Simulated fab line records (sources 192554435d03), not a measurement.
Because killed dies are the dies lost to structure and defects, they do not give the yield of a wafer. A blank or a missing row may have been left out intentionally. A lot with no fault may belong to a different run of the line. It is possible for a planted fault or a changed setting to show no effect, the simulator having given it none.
Split-lot study | flow n5 finfet | on a route of 1938 steps: 7 lots, 21 wafers read

## ON THE SPLIT
At N5_BEOL_M13_COAT_58 (time 60 s, resist thk 89 nm), the setting spin rpm was moved away from the recipe's 1500 rpm on 7 of the 21 wafers read, by -10.9% to +8.6%. The other wafers ran this setting at the recipe's value.

The reading is taken at the split's own step.

## THE READING
BARC_of_BEOL_M13_COAT_58.thk nm (the simulator's own value, which no gauge read), in nm, at N5_BEOL_M13_COAT_58 (time 60 s, resist thk 89 nm). There is no usual value for it anywhere in the file. The 14 wafers here that ran the recipe average 89.0 nm, standard deviation 0.27 nm.

wafer  | tool, chamber at the split | spin rpm as run, rpm | against the recipe | BARC_of_BEOL_M13_COAT_58.thk nm, nm | against lot-mates on the recipe
L077.2 | litho track-01, 0          | 1500                 | recipe             | 89.4                                | -
L077.4 | litho track-01, 0          | 1554                 | +3.6%              | 87.6                                | -1.8
L077.5 | litho track-01, 0          | 1554                 | +3.6%              | 87.8                                | -1.6
L082.1 | litho track-03, 0          | 1500                 | recipe             | 88.8                                | -
L082.2 | litho track-03, 0          | 1500                 | recipe             | 89                                  | -
L082.5 | litho track-03, 0          | 1500                 | recipe             | 88.6                                | -
L079.1 | litho track-01, 0          | 1500                 | recipe             | 88.8                                | -
L079.5 | litho track-01, 0          | 1500                 | recipe             | 89                                  | -
L079.6 | litho track-01, 0          | 1500                 | recipe             | 88.6                                | -
L085.1 | litho track-03, 0          | 1597                 | +6.5%              | 86.2                                | -2.8
L085.5 | litho track-03, 0          | 1597                 | +6.5%              | 86.2                                | -2.8
L085.6 | litho track-03, 0          | 1500                 | recipe             | 89                                  | -
L089.1 | litho track-01, 0          | 1500                 | recipe             | 89.2                                | -
L089.2 | litho track-01, 0          | 1500                 | recipe             | 89.4                                | -
L089.6 | litho track-01, 0          | 1500                 | recipe             | 89.4                                | -
L093.4 | litho track-04, 0          | 1500                 | recipe             | 89                                  | -
L093.5 | litho track-04, 0          | 1500                 | recipe             | 89.2                                | -
L093.6 | litho track-04, 0          | 1336                 | -10.9%             | 94.2                                | +5.1
L095.1 | litho track-01, 0          | 1629                 | +8.6%              | 85.4                                | -3.4
L095.2 | litho track-01, 0          | 1629                 | +8.6%              | 85                                  | -3.8
L095.4 | litho track-01, 0          | 1500                 | recipe             | 88.8                                | -

FIT RESULTS
A straight line over all 21 wafers: BARC_of_BEOL_M13_COAT_58.thk nm changes by -0.45 nm for each +1% of spin rpm; r = -0.99; the points scatter about the line by 0.26 nm.
The same after taking each lot's own level away (the mean of its wafers on the recipe; 21 wafers): -0.443 nm for each +1%; r = -1.00; scatter 0.16 nm.
The reading moves by 4.8 nm for the largest change in spin rpm, on that fit.
The lots' own levels span 88.80 to 89.40 nm, that is 2.2 times the standard deviation above.
The two slopes agree, so the slope changes little with the lot-to-lot level.
Check: with one of the wafers moved furthest among these (-10.9%) left out of the fit, the line predicts +4.65 nm for it against its lot-mates. It came out at +5.1 nm against them.

## FURTHER SPLITS ON THESE WAFERS
Other splits were also applied to these wafers ahead of the reading. Each is held against what the fit with the lots' levels taken away leaves over:
other split on the same wafers    | wafers away from the commonest value | r with BARC_of_BEOL_M13_COAT_58.thk nm (lot level and that fit taken away)
N5_BEOL_M8_EXPOSE_25 dose mj      | 10                                   | -0.06
N5_BEOL_M9_HM_DEP_02 target thk a | 5                                    | -0.37
N5_BEOL_M9_COAT_05 spin rpm       | 9                                    | +0.35
N5_BEOL_M11_PECVD_70 time s       | 9                                    | +0.22
N5_BEOL_M11_COAT_59 spin rpm      | 7                                    | -0.07

## FILE'S OWN FIT
BARC_of_BEOL_M13_COAT_58.thk nm changes by -0.447 nm for each +1% of spin rpm, r = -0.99.
